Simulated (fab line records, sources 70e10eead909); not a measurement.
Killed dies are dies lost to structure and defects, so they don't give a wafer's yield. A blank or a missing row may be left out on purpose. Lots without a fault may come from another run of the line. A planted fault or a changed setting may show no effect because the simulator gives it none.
Which tool did it? | flow nand_harc | 24 lots, 72 wafers sampled, at 6 steps of a route of 1159

WHAT THE GAUGES READ, wafer by wafer
NHARC_P_CONTACT_CD_MEAS_19. Usual: cd_nm 89.8 nm, standard deviation 1.5.
lot  | measured     | on        | cd_nm (nm)     | flag
L074 | day 5 15:54  | cd_sem-02 | 87.6 86.2 88.9 |
L075 | day 6 01:31  | cd_sem-02 | 89.3 87.7 88.3 |
L077 | day 6 03:58  | cd_sem-02 | 87.5 90.4 88.9 |
L076 | day 6 04:41  | cd_sem-01 | 89.9 88.7 87.6 |
L078 | day 6 11:20  | cd_sem-01 | 91.3 89.5 90.9 |
L079 | day 7 00:50  | cd_sem-02 | 89.9 87.7 88.2 |
L081 | day 7 00:34  | cd_sem-03 | 90.1 88.1 90.0 |
L080 | day 7 01:42  | cd_sem-02 | 92.2 91.9 89.0 |
L082 | day 7 18:35  | cd_sem-03 | 89.6 89.6 91.6 |
L083 | day 7 21:11  | cd_sem-01 | 88.4 91.1 89.2 |
L084 | day 8 01:38  | cd_sem-03 | 89.0 89.7 92.0 |
L085 | day 8 03:29  | cd_sem-02 | 91.2 87.6 90.9 |
L088 | day 8 18:40  | cd_sem-01 | 93.8 88.9 91.3 |
L087 | day 8 19:05  | cd_sem-01 | 88.7 88.4 87.4 |
L086 | day 8 19:41  | cd_sem-01 | 90.2 89.0 91.8 |
L089 | day 9 10:33  | cd_sem-03 | 90.8 91.3 90.7 |
L090 | day 9 11:29  | cd_sem-01 | 88.6 89.6 88.3 |
L091 | day 9 18:17  | cd_sem-01 | 88.1 90.3 92.3 |
L092 | day 10 04:22 | cd_sem-03 | 89.5 89.3 89.1 |
L093 | day 10 08:50 | cd_sem-03 | 90.3 92.9 89.1 |
L094 | day 10 16:16 | cd_sem-03 | 90.2 89.7 91.1 |
L095 | day 10 22:10 | cd_sem-03 | 91.4 91.5 89.9 |
L096 | day 11 02:05 | cd_sem-02 | 90.5 90.1 90.1 |
L097 | day 11 11:07 | cd_sem-02 | 91.2 91.5 91.8 |

NHARC_P_M0_INSPECT_27. Usual: raw_defect_count 302, standard deviation 110.
lot  | measured     | on                | raw_defect_count | flag
L074 | day 6 01:00  | defect_inspect-01 | 295 168 572      |
L075 | day 6 12:45  | defect_inspect-01 | 820 390 336      |
L077 | day 6 22:40  | defect_inspect-02 | 222 273 248      |
L076 | day 6 23:13  | defect_inspect-01 | 296 525 221      |
L078 | day 7 00:27  | defect_inspect-02 | 309 529 333      |
L079 | day 7 06:34  | defect_inspect-02 | 204 363 273      |
L081 | day 7 06:19  | defect_inspect-02 | 287 222 314      |
L080 | day 7 10:01  | defect_inspect-01 | 253 200 214      |
L082 | day 8 00:32  | defect_inspect-01 | 378 222 223      |
L083 | day 8 07:48  | defect_inspect-02 | 382 498 345      |
L084 | day 8 08:56  | defect_inspect-01 | 242 388 354      |
L085 | day 8 15:32  | defect_inspect-01 | 262 384 244      |
L088 | day 9 04:38  | defect_inspect-01 | 537 362 757      |
L087 | day 9 07:11  | defect_inspect-02 | 302 233 405      |
L086 | day 9 07:34  | defect_inspect-02 | 526 243 288      |
L089 | day 9 16:22  | defect_inspect-02 | 360 232 316      |
L090 | day 9 17:28  | defect_inspect-02 | 228 188 195      |
L091 | day 10 00:25 | defect_inspect-02 | 265 131 268      |
L092 | day 10 10:25 | defect_inspect-02 | 176 150 172      |
L093 | day 10 14:31 | defect_inspect-01 | 236 327 324      |
L094 | day 11 02:02 | defect_inspect-02 | 281 179 240      |
L095 | day 11 06:43 | defect_inspect-01 | 298 330 327      |
L096 | day 11 08:09 | defect_inspect-01 | 214 279 340      |
L097 | day 11 20:06 | defect_inspect-02 | 201 166 298      |

NHARC_P_M1_CD_MEAS_09: target cd 130 nm. Usual: cd_nm 129.9 nm, standard deviation 0.7.
lot  | measured     | on        | cd_nm (nm)        | flag
L074 | day 6 02:24  | cd_sem-03 | 130.1 130.1 130.3 |
L075 | day 6 14:01  | cd_sem-01 | 128.8 129.8 130.2 |
L077 | day 7 00:08  | cd_sem-03 | 130.1 129.0 129.4 |
L076 | day 7 00:37  | cd_sem-02 | 129.3 130.7 129.3 |
L078 | day 7 01:54  | cd_sem-01 | 130.3 130.2 129.7 |
L079 | day 7 08:00  | cd_sem-03 | 130.1 129.4 129.2 |
L081 | day 7 07:34  | cd_sem-03 | 129.2 129.2 129.8 |
L080 | day 7 12:15  | cd_sem-01 | 129.4 129.9 129.5 |
L082 | day 8 02:03  | cd_sem-01 | 129.4 130.0 128.8 |
L083 | day 8 09:04  | cd_sem-02 | 129.2 130.0 129.0 |
L084 | day 8 10:13  | cd_sem-02 | 129.2 129.0 130.2 |
L085 | day 8 16:56  | cd_sem-01 | 129.6 129.2 129.0 |
L088 | day 9 06:01  | cd_sem-01 | 130.0 130.0 130.3 |
L087 | day 9 08:38  | cd_sem-01 | 130.7 130.8 130.9 |
L086 | day 9 09:02  | cd_sem-03 | 131.2 130.4 130.6 |
L089 | day 9 17:45  | cd_sem-01 | 130.2 130.2 129.6 |
L090 | day 9 18:52  | cd_sem-03 | 129.2 129.4 129.2 |
L091 | day 10 01:40 | cd_sem-03 | 129.7 130.4 130.4 |
L092 | day 10 11:41 | cd_sem-03 | 129.2 129.6 129.2 |
L093 | day 10 15:46 | cd_sem-01 | 129.5 129.7 129.6 |
L094 | day 11 03:36 | cd_sem-02 | 130.3 131.4 130.8 |
L095 | day 11 08:16 | cd_sem-01 | 129.3 129.0 128.9 |
L096 | day 11 09:31 | cd_sem-03 | 130.2 130.3 130.4 |
L097 | day 11 21:31 | cd_sem-03 | 131.6 130.7 130.8 |

WHICH TOOL RAN EACH LOT (tool, then ch and the chambers of the sampled wafers, then the start)
lot  | NHARC_P_GATE_STRIP_76                | NHARC_P_GATE_RTA_80              | NHARC_P_CONTACT_STRIP_28
L074 | plasma_asher-02 ch 0,1, day 5 09:09  | rtp_anneal-01 ch 0, day 5 12:34  | rie_diel-08 ch 2,3, day 5 15:59
L075 | plasma_asher-02 ch 0,1, day 5 18:32  | rtp_anneal-01 ch 0, day 5 22:02  | rie_diel-08 ch 1,2,3, day 6 01:37
L077 | plasma_asher-02 ch 0,1, day 5 21:25  | rtp_anneal-02 ch 0, day 6 00:37  | rie_diel-10 ch 0,2,3, day 6 04:03
L076 | plasma_asher-01 ch 0,1, day 5 21:56  | rtp_anneal-02 ch 0, day 6 01:29  | rie_diel-08 ch 1,2, day 6 04:46
L078 | plasma_asher-02 ch 0,1, day 6 04:05  | rtp_anneal-01 ch 0, day 6 07:44  | rie_diel-10 ch 0,2,3, day 6 11:28
L079 | plasma_asher-01 ch 0,1, day 6 17:11  | rtp_anneal-02 ch 0, day 6 20:49  | rie_diel-04 ch 0,3, day 7 00:55
L081 | plasma_asher-02 ch 0,1, day 6 17:41  | rtp_anneal-01 ch 0, day 6 21:15  | rie_diel-08 ch 0,1,2, day 7 00:38
L080 | plasma_asher-01 ch 0,1, day 6 17:58  | rtp_anneal-01 ch 0, day 6 21:34  | rie_diel-04 ch 0,2,3, day 7 01:48
L082 | plasma_asher-01 ch 0,1, day 7 11:28  | rtp_anneal-01 ch 0, day 7 15:09  | rie_diel-04 ch 1,2,3, day 7 18:43
L083 | plasma_asher-02 ch 0,1, day 7 14:30  | rtp_anneal-02 ch 0, day 7 17:46  | rie_diel-08 ch 0,1,3, day 7 21:19
L084 | plasma_asher-02 ch 0,1, day 7 18:56  | rtp_anneal-01 ch 0, day 7 22:17  | rie_diel-08 ch 0,1,2, day 8 01:43
L085 | plasma_asher-02 ch 0,1, day 7 20:28  | rtp_anneal-02 ch 0, day 8 00:01  | rie_diel-08 ch 0,1,2, day 8 03:34
L088 | plasma_asher-01 ch 0,1, day 8 12:01  | rtp_anneal-02 ch 0, day 8 15:25  | rie_diel-08 ch 0,2,3, day 8 18:46
L087 | plasma_asher-02 ch 0,1, day 8 12:11  | rtp_anneal-02 ch 0, day 8 15:40  | rie_diel-08 ch 0,1,2, day 8 19:11
L086 | plasma_asher-01 ch 0,1, day 8 12:31  | rtp_anneal-02 ch 0, day 8 16:20  | rie_diel-08 ch 1,2, day 8 19:48
L089 | plasma_asher-01 ch 0,1, day 9 03:38  | rtp_anneal-01 ch 0, day 9 07:08  | rie_diel-10 ch 0,3, day 9 10:37
L090 | plasma_asher-01 ch 0, day 9 04:37    | rtp_anneal-02 ch 0, day 9 08:08  | rie_diel-08 ch 1,2,3, day 9 11:35
L091 | plasma_asher-02 ch 0,1, day 9 11:25  | rtp_anneal-01 ch 0, day 9 14:41  | rie_diel-04 ch 0,1,3, day 9 18:22
L092 | plasma_asher-02 ch 0,1, day 9 21:28  | rtp_anneal-02 ch 0, day 10 00:55 | rie_diel-08 ch 2,3, day 10 04:27
L093 | plasma_asher-02 ch 0,1, day 10 02:05 | rtp_anneal-02 ch 0, day 10 05:31 | rie_diel-04 ch 0,1,3, day 10 08:55
L094 | plasma_asher-01 ch 0,1, day 10 09:24 | rtp_anneal-02 ch 0, day 10 12:54 | rie_diel-04 ch 0,2,3, day 10 16:20
L095 | plasma_asher-01 ch 0,1, day 10 12:14 | rtp_anneal-02 ch 0, day 10 19:00 | rie_diel-04 ch 0,1, day 10 22:16
L096 | plasma_asher-01 ch 0,1, day 10 18:56 | rtp_anneal-01 ch 0, day 10 22:38 | rie_diel-08 ch 0,1,3, day 11 02:11
L097 | plasma_asher-01 ch 0,1, day 11 04:06 | rtp_anneal-02 ch 0, day 11 07:32 | rie_diel-04 ch 1,2,3, day 11 11:11
- NHARC_P_GATE_STRIP_76: strips in O2.
- NHARC_P_GATE_RTA_80: time 30 s.
- NHARC_P_CONTACT_STRIP_28: strips in O2.

WHAT THE TOOLS THEMSELVES READ (means of the sampled wafers that have a number; where no wafer has one, the mark that the record gives instead)
NHARC_P_GATE_STRIP_76. Usual: drypump_motor_current_A 5.6 A, standard deviation 0.41; heater_power_w 322 W, standard deviation 40.
lot  | tool            | drypump_motor_current_A (A) | heater_power_w (W) | flag
L074 | plasma_asher-02 | 5.9                         | 327                |
L075 | plasma_asher-02 | 5.7                         | 345                |
L077 | plasma_asher-02 | 5.8                         | 323                |
L076 | plasma_asher-01 | 5.6                         | 333                |
L078 | plasma_asher-02 | 5.8                         | 328                |
L079 | plasma_asher-01 | 5.2                         | 296                |
L081 | plasma_asher-02 | 5.8                         | 326                |
L080 | plasma_asher-01 | 5.2                         | 295                |
L082 | plasma_asher-01 | 5.2                         | 298                |
L083 | plasma_asher-02 | 5.8                         | 327                |
L084 | plasma_asher-02 | 5.7                         | 337                |
L085 | plasma_asher-02 | 5.9                         | 330                |
L088 | plasma_asher-01 | 5.2                         | 298                |
L087 | plasma_asher-02 | 5.8                         | 329                |
L086 | plasma_asher-01 | 5.2                         | 294                |
L089 | plasma_asher-01 | 5.6                         | 326                |
L090 | plasma_asher-01 | 5.9                         | 359                |
L091 | plasma_asher-02 | 5.7                         | 335                |
L092 | plasma_asher-02 | 5.8                         | 321                |
L093 | plasma_asher-02 | 5.7                         | 335                |
L094 | plasma_asher-01 | 5.5                         | 331                |
L095 | plasma_asher-01 | 5.6                         | 328                |
L096 | plasma_asher-01 | 5.6                         | 330                |
L097 | plasma_asher-01 | 5.6                         | 325                |

NHARC_P_GATE_RTA_80. Usual: lamp_power_pct 2.21 %, standard deviation 0.24; lamp_zone_7_pct 2.32 %, standard deviation 0.25; wafer_temp_C_max 301.7, standard deviation 0.77.
lot  | tool          | lamp_power_pct (%) | lamp_zone_7_pct (%) | wafer_temp_C_max | flag
L074 | rtp_anneal-01 | 1.93               | 2.03                | 300.7            |
L075 | rtp_anneal-01 | 1.93               | 2.02                | 301.2            |
L077 | rtp_anneal-02 | 2.41               | 2.53                | 302.4            |
L076 | rtp_anneal-02 | 2.41               | 2.53                | 302.0            |
L078 | rtp_anneal-01 | 1.93               | 2.02                | 300.6            |
L079 | rtp_anneal-02 | 2.41               | 2.53                | 302.4            |
L081 | rtp_anneal-01 | 1.93               | 2.02                | 300.8            |
L080 | rtp_anneal-01 | 1.93               | 2.02                | 300.5            |
L082 | rtp_anneal-01 | 1.93               | 2.02                | 300.7            |
L083 | rtp_anneal-02 | 2.41               | 2.53                | 302.2            |
L084 | rtp_anneal-01 | 1.93               | 2.03                | 300.8            |
L085 | rtp_anneal-02 | 2.41               | 2.53                | 301.9            |
L088 | rtp_anneal-02 | 2.41               | 2.53                | 302.5            |
L087 | rtp_anneal-02 | 2.41               | 2.53                | 302.4            |
L086 | rtp_anneal-02 | 2.41               | 2.53                | 302.5            |
L089 | rtp_anneal-01 | 1.93               | 2.03                | 301.1            |
L090 | rtp_anneal-02 | 2.41               | 2.53                | 302.2            |
L091 | rtp_anneal-01 | 1.94               | 2.03                | 301.3            |
L092 | rtp_anneal-02 | 2.41               | 2.52                | 302.4            |
L093 | rtp_anneal-02 | 2.41               | 2.53                | 302.4            |
L094 | rtp_anneal-02 | 2.41               | 2.53                | 302.6            |
L095 | rtp_anneal-02 | 2.41               | 2.52                | 302.1            |
L096 | rtp_anneal-01 | 1.94               | 2.03                | 301.0            |
L097 | rtp_anneal-02 | 2.41               | 2.53                | 302.3            |

NHARC_P_CONTACT_STRIP_28. Usual: chamber_pressure_mTorr 59.99 mTorr, standard deviation 0.074; drypump_motor_current_A 5.9 A, standard deviation 0.47; oes_product_au 0.996 a.u., standard deviation 0.011; rf_vpp_V 57.9 V, standard deviation 0.88; showerhead_plenum_p_Torr 3.55 Torr, standard deviation 0.14; throttle_valve_pct 17.036 %, standard deviation 0.0086.
lot  | tool        | chamber_pressure_mTorr (mTorr) | drypump_motor_current_A (A) | oes_product_au (a.u.) | rf_vpp_V (V) | showerhead_plenum_p_Torr (Torr) | throttle_valve_pct (%) | flag
L074 | rie_diel-08 | 60.05                          | 5.5                         | 0.988                 | 58.9         | 3.72                            | 17.040                 |
L075 | rie_diel-08 | 59.98                          | 5.7                         | 0.996                 | 57.5         | 3.66                            | 17.041                 |
L077 | rie_diel-10 | 60.04                          | 6.2                         | 0.995                 | 57.9         | 3.57                            | 17.041                 |
L076 | rie_diel-08 | 59.90                          | 5.4                         | 1.001                 | 57.4         | 3.64                            | 17.047                 |
L078 | rie_diel-10 | 59.98                          | 6.2                         | 1.008                 | 58.1         | 3.57                            | 17.036                 |
L079 | rie_diel-04 | 60.01                          | 6.2                         | 0.984                 | 57.1         | 3.39                            | 17.038                 |
L081 | rie_diel-08 | 60.00                          | 5.8                         | 1.000                 | 58.9         | 3.59                            | 17.030                 |
L080 | rie_diel-04 | 59.97                          | 6.0                         | 0.994                 | 57.2         | 3.47                            | 17.041                 |
L082 | rie_diel-04 | 59.96                          | 5.9                         | 0.997                 | 56.8         | 3.46                            | 17.034                 |
L083 | rie_diel-08 | 60.00                          | 6.1                         | 0.988                 | 58.7         | 3.60                            | 17.037                 |
L084 | rie_diel-08 | 59.96                          | 5.8                         | 0.993                 | 58.1         | 3.59                            | 17.036                 |
L085 | rie_diel-08 | 59.98                          | 5.8                         | 1.006                 | 58.2         | 3.59                            | 17.034                 |
L088 | rie_diel-08 | 60.04                          | 5.6                         | 0.999                 | 58.4         | 3.65                            | 17.040                 |
L087 | rie_diel-08 | 60.00                          | 5.8                         | 0.994                 | 58.4         | 3.59                            | 17.032                 |
L086 | rie_diel-08 | 60.02                          | 5.9                         | 0.998                 | 57.7         | 3.60                            | 17.036                 |
L089 | rie_diel-10 | 60.01                          | 6.1                         | 1.022                 | 57.5         | 3.43                            | 17.041                 |
L090 | rie_diel-08 | 60.02                          | 5.7                         | 0.998                 | 58.2         | 3.65                            | 17.037                 |
L091 | rie_diel-04 | 59.98                          | 6.1                         | 0.991                 | 57.1         | 3.38                            | 17.039                 |
L092 | rie_diel-08 | 59.82                          | 5.3                         | 1.003                 | 58.5         | 3.70                            | 17.036                 |
L093 | rie_diel-04 | 60.02                          | 6.1                         | 1.000                 | 58.6         | 3.38                            | 17.031                 |
L094 | rie_diel-04 | 60.03                          | 6.0                         | 0.999                 | 57.0         | 3.46                            | 17.022                 |
L095 | rie_diel-04 | 60.02                          | 5.7                         | 0.994                 | 58.2         | 3.38                            | 17.024                 |
L096 | rie_diel-08 | 59.95                          | 6.1                         | 0.987                 | 57.3         | 3.60                            | 17.024                 |
L097 | rie_diel-04 | 59.95                          | 5.9                         | 1.003                 | 58.2         | 3.45                            | 17.040                 |

THE ANSWER, worked out from the rows above alone
Rule: a lot is off if the mean of its wafers that have a number lies more than 3 standard deviations from the usual mean. A lot without any number at a reading at which 4 lots or more have one is off too. The other lots that the step has rows for count as sound. The gauges are gone through in route order, then the tools' own readings, and for those a lot's mean is taken as printed above. The first step at which some lot is off is used, and at that step the reading that is off furthest; a lot without a number counts as furthest.
No lot is off at any reading shown: from this, nothing can be told.

WHAT THE SIMULATOR HAD PUT IN
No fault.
